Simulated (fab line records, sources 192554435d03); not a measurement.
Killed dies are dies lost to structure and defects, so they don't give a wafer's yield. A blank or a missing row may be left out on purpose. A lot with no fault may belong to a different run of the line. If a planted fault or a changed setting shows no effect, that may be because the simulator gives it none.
Comparing a struck lot with a sound one / flow n5_finfet / 21 out of 1938 route steps
Sound: these wafers, L162.4, L162.5, L162.6. Struck: wafers L182.1, L182.3, L182.5. Last of all comes the cause.
For every step that has rows: the tool of each side, followed by ch and its chambers, followed by its first start. Under that, the readings that differ: sound wafers / struck wafers / difference of the means / sigmas: that difference in standard deviations of wafers without a fault.
alike: a reading whose means differ by less than 2 such deviations, as well as words and numbers matching on both sides. not compared: withheld readings; readings where some wafer has no value; bounds like >300 that might hide an equal value; numbers whose values overlap and for which the record gives no deviation.
A row with sigmas, a row that says differs or no value, or rows on one side alone: a step with any of these is where the two part. Numbers that don't overlap but have no deviation are shown without sigmas and don't part them. A reading that every wafer of one side lacks parts them only if that side has two wafers or more.

first, 10 steps without rows for these wafers: N5_BEOL_M15_DESCUM_15 (chemistry O2, time 7.9 s); N5_BEOL_M15_ETCH_59 (etches BARC in N2/H2, target depth 89 nm, overetch 26.7 nm, time 67.9 s); N5_BEOL_M15_VIA_ETCH_16 (etches SiO2 in C4F8/O2/Ar, target depth 1792.2 nm); N5_BEOL_M15_STRIP_63 (strips in O2); N5_BEOL_M15_STRIP_64 (strips in O2); N5_BEOL_M15_STRIP_65 (strips in post etch residue remover, time 60 s); N5_BEOL_M15_SRD_66 (time 30 s, dry time 30 s); N5_BEOL_M15_COAT_56 (time 60 s, resist thk 550 nm); N5_BEOL_M15_ETCH_57 (etches SOC in N2/H2, time 750 s); N5_BEOL_M15_COAT_60 (time 60 s, resist thk 89 nm).
N5_BEOL_M15_COAT_22: resist thk 800 nm.
  sound on litho_track-02 ch 0, day 11 12:52; struck on litho_track-02 ch 0, day 17 02:01
reading=spin_speed_rpm (rpm); sound=1704.1 1704.6 1703.5; struck=1493.8 1492.9 1493.5; difference=-210.7; sigmas=-99 or more
reading=model.coat_of_BEOL_M15_COAT_22.thk_nm (nm); sound=803.2 801.8 799.8; struck=853.2 855.4 853; difference=+52.3; sigmas=
then, 8 steps without rows for these wafers: N5_BEOL_M15_EBR_24; N5_BEOL_M15_SOFTBAKE_23 (time 60 s); N5_BEOL_M15_EXPOSE_25 (exposes mask M15, target cd 400 nm); N5_BEOL_M15_PEB_26 (peb time 90 s); N5_BEOL_M15_DEVELOP_27 (develop time 45 s); N5_BEOL_M15_HARDBAKE_32 (time 120 s); N5_BEOL_M15_DESCUM_33 (chemistry O2, time 7.9 s); N5_BEOL_M15_ETCH_61 (etches BARC in N2/H2, target depth 89 nm, overetch 26.7 nm, time 67.9 s).
N5_BEOL_M15_TRENCH_ETCH_34: etches SiO2 in C4F8/O2/Ar, target depth 872.93 nm, time 199 s.
  sound on rie_diel-05 ch 1,2,3, day 11 13:19; struck on rie_diel-05 ch 0,2,3, day 17 02:28
reading=model.coat_of_BEOL_M15_COAT_22.thk_nm (nm); sound=552.4 544.2 543.4; struck=592.4 594.6 607.8; difference=+51.6; sigmas=
  alike: drypump_motor_current_A, he_inner_torr, oes_product_au, rf_vpp_V, showerhead_plenum_p_Torr, throttle_valve_pct
  not compared: rf_hours_counter_h
N5_PASSIVATION_PROBE_49:
  sound: prober-02 at day 12 08:59; struck: prober-01 at day 17 20:05
  alike: defect_limited_yield, killed_at_M0_to_M3, killed_at_M4_up, killed_at_contacts, killed_at_front_end, killed_at_other, killed_dies, killed_open, killed_short, sort_bin_5_function, sort_bin_6_memory, sort_bin_8_speed, sort_n_pass, sort_yield_pct

## WHERE THEY PART
Only at N5_BEOL_M15_COAT_22, as far as this record shows. Later steps at which nothing parts them and some readings are alike: N5_BEOL_M15_TRENCH_ETCH_34, N5_PASSIVATION_PROBE_49.

WHY: whatever the simulator had introduced
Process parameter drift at N5_BEOL_M15_COAT_22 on litho_track-02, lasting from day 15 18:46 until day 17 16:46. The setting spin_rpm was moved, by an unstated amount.
